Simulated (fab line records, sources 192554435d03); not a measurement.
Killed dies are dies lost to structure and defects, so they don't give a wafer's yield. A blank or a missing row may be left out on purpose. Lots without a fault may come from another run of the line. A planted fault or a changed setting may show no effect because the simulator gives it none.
Chamber matching | flow n5_finfet | N5_BEOL_M6_CMP_52 on cmp-03: 4 sister chambers
The step polishes, stops on SiCOH lowk, t overpolish 6.9 s, target thk 80 nm. 8 wafers are shown with their chamber, then 11 later ones without.

WAFERS WITH THEIR CHAMBER
wafer  | chamber | motor_current_A (A) | barrier_field_endpoint_s (s)
L077.4 | 1       | 5.4                 | 30.5
L083.2 | 1       | 5.1                 | 29.2
L087.1 | 0       | 6.0                 | 29.4
L087.5 | 0       | 5.8                 | 29.0
L090.2 | 2       | 6.5                 | 28.1
L090.3 | 3       | 7.5                 | 28.5
L090.5 | 3       | 7.9                 | 29.3
L092.1 | 2       | 6.2                 | 28.7

WAFERS WITHOUT THEIR CHAMBER
wafer  | motor_current_A (A) | barrier_field_endpoint_s (s)
L092.2 | 5.4                 | 29.5
L092.3 | 7.5                 | 28.9
L093.3 | 7.5                 | 28.2
L093.4 | 6.1                 | 28.7
L093.6 | 6.0                 | 28.3
L096.2 | 7.3                 | 27.7
L096.4 | 6.2                 | 27.8
L096.6 | 5.1                 | 29.7
L097.3 | 5.9                 | 28.6
L097.5 | 7.3                 | 29.1
L097.6 | 6.0                 | 28.5

WHICH CHAMBER EACH WENT THROUGH
wafer  | from the rows above     | in truth
L092.2 | can't be placed: 1 or 0 | 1
L092.3 | 3                       | 3
L093.3 | 3                       | 3
L093.4 | can't be placed: 0 or 2 | 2
L093.6 | can't be placed: 0 or 2 | 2
L096.2 | can't be placed: 3 or 2 | 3
L096.4 | can't be placed: 2 or 0 | 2
L096.6 | 1                       | 1
L097.3 | can't be placed: 0 or 2 | 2
L097.5 | 3                       | 3
L097.6 | can't be placed: 0 or 2 | 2
Placed correctly: 4 of 11. Can't be placed from these rows: 7 (the true chamber is among the candidates in 7). Placed wrongly: 0.
How it was worked out, from the rows above alone: a wafer's distance from a chamber is the root of the sum, over the readings, of the square of ((its reading less the chamber's mean) divided by the reading's scatter). The wafer belongs to the nearest chamber; if the next one is less than 2 further off, it can't be placed. A chamber's mean is the mean of its shown wafers. The scatter: the root of (the sum of the squares of (reading less its chamber's mean) over the shown wafers, divided by (wafers less chambers)).
